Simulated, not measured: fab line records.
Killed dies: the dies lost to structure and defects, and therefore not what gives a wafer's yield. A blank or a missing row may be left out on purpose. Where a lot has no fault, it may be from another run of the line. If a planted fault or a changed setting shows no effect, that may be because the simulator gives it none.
fab line records ; flow n5Finfet
record: lots: 10; wafers: 30; lastDay: 19
route steps=1938 shown BEOL_M12@1608
lots that met no fault: taken from a fault-free run of the same line
startH: hours from the record's first day to the start of the lot's first wafer shown ; waitH: hours since the lot's step before ; " same as the row above ; L1.1+2: a single row standing in for several wafers ; - value missing, or start not given ; * or withheld: withheld ; < > ~ a bound
route shown NAME@n: NAME is a module with steps in the file, n the number in the route of the first one ; usual: the fault-free wafers' mean and standard deviation ; same: alike in all rows ; chamber/n: place in a boat ; sites: readings site by site ; _std_site: their standard deviation ; _edge_site: mean of outer sites minus mean of inner sites ; radiusMm: how far each site lies from the wafer's centre ; mask NAME#n: copy n ; behind: the last tool/chamber to shape the wafer ; hold: what put the lot on hold/how long, in hours/how the hold closed ; device: whichever transistor did not switch (one of n, p or np) ; end of line: at the end of the route, the tests of the same wafers ; a step without rows: its recipe alone ; killed: the dies lost at the first sort to structure and to defects; this is not the yield of the wafer ; map: shows each die of a wafer: x if killed, . if not, _ if none is there
set.NAME: the setting as run; set.NAME@STEP: as run at that earlier step ; model.NAME: the simulator's own value behind a step, which no gauge read
steps of the route over a sample of lots; a table a step, a row a wafer
services: the hour from which a tool's chamber was out of use, counted from the record's first day as startH (under 0 if before that day), plus the number of hours and why
== steps ==
step: N5_BEOL_M12_EXPOSE_07
recipe: maskId: V11; na: 0.93; sourceShape: conventional; sigmaOuter: 0.6; polarization: unpolarized; attpsmPhaseDeg: 180; doseMj: 32.5
lot.wafer;tool;chamber;startH;waitH;mask
L970.2+3+4;krfScanner-01;0;223.11;-;V11#0
L974.1+3+4;krfScanner-02;0;268.66;-;V11#0
L975.2+5+6;krfScanner-02;0;277.73;-;V11#0
L977.3+5+6;krfScanner-02;0;300.48;-;V11#0
L978.2+4+5;krfScanner-02;0;301.37;-;V11#0
L980.2+3+4;krfScanner-02;0;308.75;-;V11#0
L985.3+4+5;krfScanner-02;0;325.99;-;V11#0
L987.1+3+6;krfScanner-02;0;353.07;-;V11#0
L990.1+2+3;krfScanner-02;0;372.45;-;V11#0
L992.4+5+6;krfScanner-02;0;399.40;-;V11#0
step: N5_BEOL_M12_CD_MEAS_10
recipe: targetCdNm: 140; landingEnergyEv: 500; detector: seInlens; polarity: opening
usual: cdNm: 139.4/1.4
lot.wafer;tool;chamber;startH;waitH;cdNm
L970.2;cdSem-03;0;223.28;-;141.2
L970.3;cdSem-03;0;223.28;-;140.0
L970.4;cdSem-03;0;223.28;-;140.1
L974.1;cdSem-01;0;268.83;-;141.4
L974.3;cdSem-01;0;268.83;-;141.8
L974.4;cdSem-01;0;268.83;-;142.1
L975.2;cdSem-03;0;277.90;-;139.4
L975.5;cdSem-03;0;277.90;-;137.8
L975.6;cdSem-03;0;277.90;-;138.1
L977.3;cdSem-02;0;300.65;-;140.8
L977.5;cdSem-02;0;300.65;-;139.2
L977.6;cdSem-02;0;300.65;-;139.8
L978.2;cdSem-02;0;301.54;-;139.3
L978.4;cdSem-02;0;301.54;-;139.4
L978.5;cdSem-02;0;301.54;-;140.2
L980.2;cdSem-03;0;308.92;-;138.6
L980.3;cdSem-03;0;308.92;-;139.5
L980.4;cdSem-03;0;308.92;-;140.0
L985.3;cdSem-03;0;326.16;-;139.4
L985.4;cdSem-03;0;326.16;-;140.6
L985.5;cdSem-03;0;326.16;-;138.5
L987.1;cdSem-01;0;353.25;-;139.4
L987.3;cdSem-01;0;353.25;-;139.2
L987.6;cdSem-01;0;353.25;-;141.4
L990.1;cdSem-01;0;372.62;-;139.0
L990.2;cdSem-01;0;372.62;-;141.0
L990.3;cdSem-01;0;372.62;-;139.2
L992.4;cdSem-01;0;399.56;-;138.3
L992.5;cdSem-01;0;399.56;-;138.5
L992.6;cdSem-01;0;399.56;-;137.2
step: N5_BEOL_M12_OVL_MEAS_11
recipe: pointsPerWafer: 44
usual: V11_OVL: -1/5.5
lot.wafer;tool;chamber;startH;waitH;V11_OVL[nm]
L970.2;overlay-01;0;223.31;0.0;6
L970.3;overlay-01;0;223.31;0.0;6
L970.4;overlay-01;0;223.31;0.0;11
L974.1;overlay-01;0;268.87;0.0;6
L974.3;overlay-01;0;268.87;0.0;-5
L974.4;overlay-01;0;268.87;0.0;-5
L975.2;overlay-01;0;277.93;0.0;-5
L975.5;overlay-01;0;277.93;0.0;2
L975.6;overlay-01;0;277.93;0.0;-3
L977.3;overlay-02;0;300.68;0.0;-4
L977.5;overlay-02;0;300.68;0.0;1
L977.6;overlay-02;0;300.68;0.0;-8
L978.2;overlay-02;0;301.57;0.0;-7
L978.4;overlay-02;0;301.57;0.0;-2
L978.5;overlay-02;0;301.57;0.0;-9
L980.2;overlay-01;0;308.95;0.0;-12
L980.3;overlay-01;0;308.95;0.0;-1
L980.4;overlay-01;0;308.95;0.0;-7
L985.3;overlay-01;0;326.18;0.0;-3
L985.4;overlay-01;0;326.18;0.0;3
L985.5;overlay-01;0;326.18;0.0;2
L987.1;overlay-01;0;353.28;0.0;17
L987.3;overlay-01;0;353.28;0.0;16
L987.6;overlay-01;0;353.28;0.0;25
L990.1;overlay-02;0;372.65;0.0;17
L990.2;overlay-02;0;372.65;0.0;26
L990.3;overlay-02;0;372.65;0.0;16
L992.4;overlay-02;0;399.59;0.0;21
L992.5;overlay-02;0;399.59;0.0;16
L992.6;overlay-02;0;399.59;0.0;21
step: N5_BEOL_M12_VIA_ETCH_16
recipe: chemistry: C4F8/O2/Ar; target: SiOC; pressureMtorr: 30; sourceW: 3000; biasW: 700; Ar_flow_sccm: 400; C4F8_flow_sccm: 15; O2_flow_sccm: 8; heInnerTorr: 15; heOuterTorr: 30; targetDepthA: 7248; timeS: withheld; ionEnergyEv: 250; ends: cleared
usual: O2_flow_sccm: 8.001/0.023; biasW: 699.8/1.9; drypumpMotorCurrentA: 5.5/0.36; oesProductAu: 0.73/0.074; rfVppV: 666.2/2.8; showerheadPlenumPTorr: 3.44/0.092; throttleValvePct: 24.16/0.16
lot.wafer;tool;chamber;startH;waitH;O2_flow_sccm;biasW;drypumpMotorCurrentA;oesProductAu;rfVppV;showerheadPlenumPTorr;throttleValvePct
L970.2;rieDiel-01;1;223.45;0.0;8.020;698.5;5.9;0.61;667.3;3.51;24.27
L970.3;rieDiel-01;2;223.45;0.0;8.042;701.6;6.1;0.77;669.9;3.59;23.99
L970.4;rieDiel-01;0;223.45;0.0;8.012;699.3;5.3;0.76;671.1;3.59;23.99
L974.1;rieDiel-01;1;269.02;0.0;8.022;700.4;5.9;0.60;666.5;3.50;24.28
L974.3;rieDiel-01;2;269.02;0.0;7.988;701.8;6.1;0.75;670.5;3.59;24.00
L974.4;rieDiel-01;0;269.02;0.0;8.025;699.2;5.3;0.75;670.2;3.58;23.99
L975.2;rieDiel-02;0;278.17;0.0;8.019;698.9;5.7;0.90;667.2;3.48;24.25
L975.5;rieDiel-02;1;278.17;0.0;8.011;700.7;4.7;0.72;666.6;3.43;24.49
L975.6;rieDiel-02;0;278.17;0.0;7.997;700.1;5.7;0.90;668.1;3.48;24.26
L977.3;rieDiel-04;3;300.82;0.0;8.044;697.5;5.6;0.73;667.7;3.45;24.27
L977.5;rieDiel-04;1;300.82;0.0;8.011;699.0;5.4;0.76;662.1;3.32;24.17
L977.6;rieDiel-04;0;300.82;0.0;8.009;697.0;5.7;0.88;663.8;3.35;23.98
L978.2;rieDiel-04;2;301.72;0.0;8.016;700.3;5.4;0.74;665.1;3.44;24.30
L978.4;rieDiel-04;1;301.72;0.0;8.019;699.7;5.4;0.77;661.9;3.32;24.18
L978.5;rieDiel-04;1;301.72;0.0;8.006;703.5;5.4;0.76;662.4;3.32;24.16
L980.2;rieDiel-01;3;309.09;0.0;8.015;698.2;5.7;0.74;662.8;3.31;24.04
L980.3;rieDiel-01;2;309.09;0.0;8.022;699.6;6.1;0.74;669.0;3.58;24.03
L980.4;rieDiel-01;0;309.09;0.0;7.996;697.6;5.3;0.74;670.4;3.57;24.02
L985.3;rieDiel-01;3;326.33;0.0;8.001;697.8;5.7;0.74;661.1;3.31;24.04
L985.4;rieDiel-01;2;326.33;0.0;8.001;698.8;6.1;0.73;670.7;3.58;24.03
L985.5;rieDiel-01;2;326.33;0.0;8.012;697.8;6.1;0.73;670.1;3.57;24.02
L987.1;rieDiel-01;0;353.42;0.0;7.995;696.9;5.3;0.73;670.0;3.57;24.04
L987.3;rieDiel-01;3;353.42;0.0;7.990;702.6;5.7;0.72;663.2;3.31;24.06
L987.6;rieDiel-01;2;353.42;0.0;7.990;700.5;6.1;0.73;668.7;3.57;24.04
L990.1;rieDiel-02;2;372.80;0.0;8.000;701.8;5.5;0.61;662.8;3.36;24.16
L990.2;rieDiel-02;1;372.80;0.0;7.991;700.5;4.7;0.68;663.4;3.41;24.54
L990.3;rieDiel-02;0;372.80;0.0;8.058;700.4;5.6;0.79;666.2;3.46;24.30
L992.4;rieDiel-02;2;399.83;0.1;8.005;702.5;5.5;0.60;662.7;3.36;24.18
L992.5;rieDiel-02;0;399.83;0.1;8.026;701.0;5.7;0.78;667.6;3.46;24.32
L992.6;rieDiel-02;1;399.83;0.1;7.989;700.2;4.7;0.66;665.6;3.41;24.58
step: N5_BEOL_M12_STRIP_64
recipe: chemistry: N2/H2; powerW: 1000; tempC: 250; h2Frac: 0.65; overashFraction: 0.3; pressureMtorr: withheld; n2FlowSccm: 1750; h2FlowSccm: 3250
usual: drypumpMotorCurrentA: 6.0/0.57; heaterPowerW: 310/26; oesProductAu: 0.715/0.005; stripTimeToEndpointS: 31.36/0.076
lot.wafer;tool;chamber;startH;waitH;drypumpMotorCurrentA;heaterPowerW;oesProductAu;rfHoursCounterH;stripTimeToEndpointS
L970.2;plasmaAsher-01;1;223.71;0.0;5.6;370;0.714;121;31.38
L970.3;plasmaAsher-01;0;223.71;0.0;6.6;318;0.731;-;31.42
L970.4;plasmaAsher-01;1;223.71;0.0;5.6;383;0.702;-;31.38
L974.1;plasmaAsher-02;0;269.28;0.0;6.6;311;0.717;70;31.33
L974.3;plasmaAsher-02;0;269.28;0.0;6.6;294;0.712;-;31.26
L974.4;plasmaAsher-02;1;269.28;0.0;5.5;296;0.713;-;31.36
L975.2;plasmaAsher-01;1;278.43;0.0;5.6;385;0.721;130;31.28
L975.5;plasmaAsher-01;0;278.43;0.0;6.5;324;0.720;-;31.32
L975.6;plasmaAsher-01;1;278.43;0.0;5.6;361;0.721;-;31.31
L977.3;plasmaAsher-02;1;301.10;0.0;5.4;305;0.721;-;31.46
L977.5;plasmaAsher-02;1;301.10;0.0;5.4;301;0.720;-;31.47
L977.6;plasmaAsher-02;0;301.10;0.0;6.6;293;0.718;-;31.52
L978.2;plasmaAsher-01;1;301.98;0.0;5.6;380;0.715;134;31.29
L978.4;plasmaAsher-01;1;301.98;0.0;5.6;378;0.707;-;31.40
L978.5;plasmaAsher-01;0;301.98;0.0;6.6;310;0.714;-;31.38
L980.2;plasmaAsher-02;0;309.35;0.0;6.6;299;0.719;78;31.24
L980.3;plasmaAsher-02;1;309.35;0.0;5.4;296;0.719;-;31.27
L980.4;plasmaAsher-02;0;309.35;0.0;6.6;296;0.713;-;31.28
L985.3;plasmaAsher-02;1;326.61;0.0;5.4;305;0.715;-;31.48
L985.4;plasmaAsher-02;0;326.61;0.0;6.7;298;0.710;-;31.39
L985.5;plasmaAsher-02;0;326.61;0.0;6.6;301;0.705;-;31.51
L987.1;plasmaAsher-02;0;353.68;0.0;6.6;296;0.714;87;31.39
L987.3;plasmaAsher-02;1;353.68;0.0;5.4;303;0.724;-;31.36
L987.6;plasmaAsher-02;0;353.68;0.0;6.6;305;0.714;-;31.48
L990.1;plasmaAsher-02;0;373.06;0.0;6.6;293;0.716;91;31.25
L990.2;plasmaAsher-02;1;373.06;0.0;5.4;303;0.717;91;31.28
L990.3;plasmaAsher-02;1;373.06;0.0;5.4;297;0.708;-;31.23
L992.4;plasmaAsher-02;0;400.03;0.0;6.6;298;0.708;-;31.31
L992.5;plasmaAsher-02;1;400.03;0.0;5.4;302;0.716;-;31.27
L992.6;plasmaAsher-02;0;400.03;0.0;6.6;308;0.718;-;31.27
== services ==
tool;chamber;startH;hours;kind
krfScanner-01;-;203.47;6.8;repair
rieDiel-04;1;207.48;14.3;repair
rieDiel-04;-;209.64;0.6;repair
rieDiel-04;0;217.81;6.3;repair
rieDiel-02;2;227.15;4.2;repair
rieDiel-01;-;238.63;15.6;pm
krfScanner-02;-;239.64;0.6;repair
rieDiel-02;2;252.28;2.4;repair
rieDiel-01;0;259.64;4.1;repair
rieDiel-02;-;260.12;2.8;pm
krfScanner-02;-;261.91;0.8;pm
krfScanner-01;-;292.83;1.0;pm
krfScanner-01;-;296.84;4.5;repair
rieDiel-04;-;297.70;2.8;pm
krfScanner-01;-;307.10;0.8;pm
rieDiel-01;-;310.45;2.8;pm
plasmaAsher-01;-;313.64;3.1;repair
krfScanner-02;-;315.73;1.3;pm
krfScanner-02;-;328.61;1.0;pm
krfScanner-01;-;329.61;1.3;pm
rieDiel-01;0;331.37;1.3;repair
rieDiel-01;-;334.23;0.9;repair
krfScanner-01;-;346.28;4.4;pm
rieDiel-02;3;377.10;7.1;repair
== key ==
firstSign: step: N5_BEOL_M12_OVL_MEAS_11; reading: V11_OVL; direction: up; sigmas: 3.7; usual: -1; struck: 19
effect none on later readings
metAt N5_BEOL_M12_EXPOSE_07
struckLots L987,L990,L992
notActingAt N5_BEOL_M12_CD_MEAS_10,N5_BEOL_M12_VIA_ETCH_16,N5_BEOL_M12_STRIP_64
onsetBetween 325.99 353.07
alsoFits time
fault: kind: scannerMatchingOverlay; tool: krfScanner-02; chamber: -; onsetH: 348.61; steps: N5_BEOL_M12_EXPOSE_07; offset: 18.76
